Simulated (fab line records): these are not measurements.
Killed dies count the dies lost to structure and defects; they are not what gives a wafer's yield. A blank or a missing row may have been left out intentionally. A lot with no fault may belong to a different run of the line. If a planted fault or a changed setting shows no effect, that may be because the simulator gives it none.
Struck lot and sound lot, side by side + flow nand harc + 40 steps out of a route of 1159
Sound: wafers L971.1, L971.3, L971.5. Struck: wafers L957.3, L957.6. (L957.1 of the same lot was not struck and is left out.) The cause comes at the end.
Per side, at each step with rows, come the tool, then ch with its chambers, and then its first start. Under that, the readings that differ: sound wafers + struck wafers + difference of the means + sigmas: that difference in standard deviations of wafers without a fault.
alike: a reading whose means differ by less than 2 such deviations, as well as words and numbers matching on both sides. not compared: withheld readings; readings where some wafer has no value; bounds like >300 that might hide an equal value; numbers whose values overlap and for which the record gives no deviation.
The two part at a step that has a row with sigmas, a row that says differs or no value, or rows on one side only. Non-overlapping numbers with no deviation appear without sigmas and do not part them. A reading that every wafer of one side lacks parts them only if that side has two wafers or more.

first, 2 steps without rows for these wafers: NHARC_A_STAIRCASE_SRD_154; NHARC_A_STAIRCASE_ETCH_403 (etches SiO2 in dHF, target depth 108.2 nm).
NHARC_A_STAIRCASE_ETCHBACK_422: etches the open film in CH3F/O2, target depth 40 nm, time 74.286 s.
  sound on rie diel-07 ch 0,1,3, day 17 16:18; struck on rie diel-07 ch 2, day 14 13:16
  alike: ch3f flow sccm, chamber pressure mTorr, drypump motor current A, oes product au, rf vpp V, showerhead plenum p Torr, throttle valve pct
  not compared: rf hours counter h
then, 1 step without rows for these wafers: NHARC_A_STAIRCASE_ETCH_423 (etches SiO2 in dHF, target depth 30 nm).
NHARC_A_STAIRCASE_ETCHBACK_157: etches the open film in CH3F/O2, target depth 90 nm, time 167.14 s.
  sound on rie diel-06 ch 0,1, day 17 16:39; struck on rie diel-06 ch 2,3, day 14 13:38
| reading                | sound                | struck        | difference | sigmas |
|------------------------|----------------------|---------------|------------|--------|
| throttle valve pct (%) | 20.652 20.647 20.650 | 20.682 20.674 | +0.028     | +3     |
  alike: ch3f flow sccm, chamber pressure mTorr, drypump motor current A, oes product au, rf vpp V, showerhead plenum p Torr
  not compared: rf hours counter h
then, 4 steps without rows for these wafers: NHARC_A_STAIRCASE_STRIP_475 (strips in O2, time 20 s); NHARC_A_STAIRCASE_DEP_471 (deposits SiO2, target thk 100 nm); NHARC_A_STAIRCASE_CMP_472 (polishes SiO2); NHARC_A_STAIRCASE_SRD_474.
NHARC_A_STAIRCASE_INSPECT_155:
  sound on defect inspect-02 at day 17 17:32; struck on defect inspect-02 at day 14 15:10
  alike: raw defect count
NHARC_A_SGD_CUT_DEP_00: deposits SiNx, target thk 50 nm.
  sound on pecvd-01 ch 0,2, day 17 17:37; struck on pecvd-04 ch 0, day 14 15:17
  alike: heater power w
then, 10 steps without rows for these wafers: NHARC_A_SGD_CUT_DEHYDRATE_01 (time 120 s); NHARC_A_SGD_CUT_HMDS_02 (time 30 s); NHARC_A_SGD_CUT_COAT_56 (time 75 s); NHARC_A_SGD_CUT_COAT_57 (time 65 s); NHARC_A_SGD_CUT_COAT_03 (resist thk 90 nm); NHARC_A_SGD_CUT_SOFTBAKE_04 (time 55 s); NHARC_A_SGD_CUT_EBR_05; NHARC_A_SGD_CUT_EXPOSE_06 (exposes mask SGD); NHARC_A_SGD_CUT_PEB_07 (peb time 65 s); NHARC_A_SGD_CUT_DEVELOP_08 (develop time 35 s).
NHARC_A_SGD_CUT_CD_MEAS_09: target cd 100 nm.
  sound on cd sem-01 ch 0, day 17 18:13; struck on cd sem-03 ch 0, day 14 16:02
  alike: cd nm
NHARC_A_SGD_CUT_OVL_MEAS_10:
  sound on overlay-02 at day 17 18:17; struck on overlay-02 at day 14 16:08
| reading           | sound          | struck  | difference | sigmas |
|-------------------|----------------|---------|------------|--------|
| overlay y nm (nm) | -1.1 -0.7 -1.6 | 1.3 0.6 | +2.1       | +2     |
  alike: overlay x nm
NHARC_A_SGD_CUT_INSPECT_11:
  sound on defect inspect-01 at day 17 18:20; struck on defect inspect-02 at day 14 16:10
  alike: raw defect count
then, 3 steps without rows for these wafers: NHARC_A_SGD_CUT_DESCUM_14 (chemistry O2, time 3 s); NHARC_A_SGD_CUT_ETCH_58 (etches the open film in CF4, target depth 39 nm, time 65 s); NHARC_A_SGD_CUT_ETCH_59 (etches the open film in N2/H2, target depth 260 nm, time 406.25 s).
NHARC_A_SGD_CUT_ETCH_15: etches the open film in CH3F/O2, target depth 75 nm, time 64.3 s.
  sound on rie diel-04 ch 0,1,2; struck on rie diel-04 ch 1
| reading               | sound             | struck      | difference | sigmas |
|-----------------------|-------------------|-------------|------------|--------|
| oes product au (a.u.) | 0.990 0.956 0.959 | 0.931 0.918 | -0.044     | -2     |
  alike: ch3f flow sccm, chamber pressure mTorr, drypump motor current A, rf vpp V, showerhead plenum p Torr, throttle valve pct
  not compared: rf hours counter h
NHARC_A_SGD_CUT_ETCH_16: etches the open film in C4F8/O2/Ar, target depth 310.5 nm, time 155.2 s.
  sound on rie diel-04 ch 0,3; struck on rie diel-04 ch 2
  alike: chamber pressure mTorr, oes product au, rf vpp V
  not compared: rf hours counter h
then, 6 steps without rows for these wafers: NHARC_A_SGD_CUT_STRIP_60 (strips in C4F8/O2/Ar); NHARC_A_SGD_CUT_STRIP_17 (strips in O2); NHARC_A_SGD_CUT_PRECLEAN_18 (cleans in SC1); NHARC_A_SGD_CUT_SRD_19; NHARC_A_SGD_CUT_DEP_20 (deposits SiO2, target thk 150 nm); NHARC_A_SGD_CUT_ANNEAL_27 (time 1800 s).
NHARC_A_SGD_CUT_CMP_21: polishes, target thk 148.19 nm.
  sound on cmp-01 ch 0,1, day 17 23:52; struck on cmp-01 ch 0,2, day 14 22:41
  alike: motor current A, time to endpoint s
then, 3 steps without rows for these wafers: NHARC_A_SGD_CUT_SRD_23; NHARC_A_SGD_CUT_ETCH_26 (etches SiO2 in dHF, target depth 45.8 nm); NHARC_A_SGD_CUT_ETCHBACK_24 (etches the open film in CH3F/O2, target depth 50 nm, time 92.857 s).
-- record jumps: 5 days between struck wafers' starts before vs after; left off in module A_SGD_CUT, resumes in module END, first step shown is number 1159 of the route --
NHARC_END_SORT_01:
  sound on prober-02 ch 0, day 23 20:20; struck on prober-01 ch 0, day 20 00:31
| reading         | sound    | struck  | difference | sigmas |
|-----------------|----------|---------|------------|--------|
| killed at array | 19 25 10 | 672 673 | +654       | +84    |
| killed dies     | 21 30 16 | 677 677 | +655       | +80    |
  alike: killed at other, killed at periphery, killed open, killed short

## WHERE THEY PART
Last at NHARC_END_SORT_01 as far as this record goes, first at NHARC_A_STAIRCASE_ETCHBACK_157.

WHY: whatever the simulator had introduced
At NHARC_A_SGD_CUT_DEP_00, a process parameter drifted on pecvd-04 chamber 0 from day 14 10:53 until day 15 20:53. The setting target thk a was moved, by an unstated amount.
